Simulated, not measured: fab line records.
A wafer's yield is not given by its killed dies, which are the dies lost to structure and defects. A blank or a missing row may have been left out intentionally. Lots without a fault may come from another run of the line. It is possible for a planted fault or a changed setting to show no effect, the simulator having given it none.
Struck lot and sound lot, side by side ; flow n5-finfet ; 14 steps out of a route of 1938
Sound: wafers L328.1, L328.2, L328.4. Struck: wafers L327.1, L327.3 (left out: L327.2, a lot-mate that was not struck); the cause follows at the end.
Each step with rows lists, per side, the tool, then ch with its chambers, then its first start. Under that, the readings that differ: sound wafers ; struck wafers ; difference of the means ; sigmas: that difference in standard deviations of wafers without a fault.
alike: readings whose means differ by less than 2 such deviations, and words and numbers that are the same on both sides. not compared: withheld readings, readings that some wafer has no value for, bounds like >300 that may hide the same value, and numbers for which the record gives no deviation and whose values overlap.
Wherever a step has rows on one side only, a row that says differs or no value, or a row with sigmas, the two part there. When numbers do not overlap yet have no deviation, they are printed without sigmas and do not part them. Lack of a reading on every wafer of one side parts them only where that side has two or more wafers.

first, 2 steps without rows for these wafers: N5_BEOL_M5_SPUTTER_83 (material Cu, target thk 15 nm, time 27.62 s); N5_BEOL_M5_ANNEAL_84 (time 1800 s).
N5_BEOL_M5_SPUTTER_88: material Cu, target thk 15 nm, time 27.62 s.
  sound on pvd-sputter-01 at day 12 09:07; struck on pvd-sputter-02 at day 11 16:39
  alike: chuck-sensor-temp-C, throttle-valve-pct
N5_BEOL_M5_ANNEAL_89: time 1800 s.
  sound on pvd-sputter-01 at day 12 09:11; struck on pvd-sputter-02 at day 11 16:44
  alike: heater-power-w
N5_BEOL_M5_SPUTTER_90: material Cu, target thk 4.5 nm, time 8.29 s.
  sound on pvd-sputter-01 at day 12 13:51; struck on pvd-sputter-02 at day 11 17:44
  alike: chuck-sensor-temp-C, throttle-valve-pct
then, 1 step without rows for these wafers: N5_BEOL_M5_ECD_50 (material Cu, target thk 300 nm).
N5_BEOL_M5_ANNEAL_51: time 90 s.
  sound on rtp-anneal-01 ch 0, day 12 14:24; struck on rtp-anneal-02 ch 0, day 11 17:56
  alike: wafer_temp_C_max
then, 1 step without rows for these wafers: N5_BEOL_M5_CMP_52 (polishes, stops on SiCOH lowk, t overpolish 6.9 s, target thk 62 nm).
N5_BEOL_M5_THK_MEAS_53: measures by xrf.
  sound on film-metro-01 at day 12 14:59; struck on film-metro-02 at day 11 18:32
  alike: M5_THK
N5_BEOL_M5_PRE_CLEAN_77: time 15 s.
  sound on cvd-co-01 ch 0,1, day 12 15:01; struck on cvd-co-02 ch 1,2, day 11 18:34
  alike: heater-power-w
then, 2 steps without rows for these wafers: N5_BEOL_M5_CO_CAP_78 (material Co, precursor CCTBA/H2, target thk 2 nm, time 102.1 s); N5_BEOL_M5_PRE_CLEAN_55 (time 15 s).
N5_BEOL_M5_DEP_56: deposits SiCN from 3MS/NH3, target thk 8 nm, time 14 s.
  sound on pecvd-03 ch 0,2, day 12 15:11; struck on pecvd-01 ch 0,1, day 11 18:44
reading;sound;struck;difference;sigmas
model.SiCN_of_BEOL_M5_DEP_56.thk-nm (nm);7.6 8 8;10 10.2;+2;
  alike: showerhead-plenum-p-Torr, throttle-valve-pct
N5_BEOL_M5_RS_MEAS_57: measurement is done with a four-point probe.
  sound on film-metro-02 at day 12 15:15; struck on film-metro-02 at day 11 18:48
  alike: M5_RS

== WHERE THEY PART ==
Nowhere in this record.

WHY: what had been put in by the simulator
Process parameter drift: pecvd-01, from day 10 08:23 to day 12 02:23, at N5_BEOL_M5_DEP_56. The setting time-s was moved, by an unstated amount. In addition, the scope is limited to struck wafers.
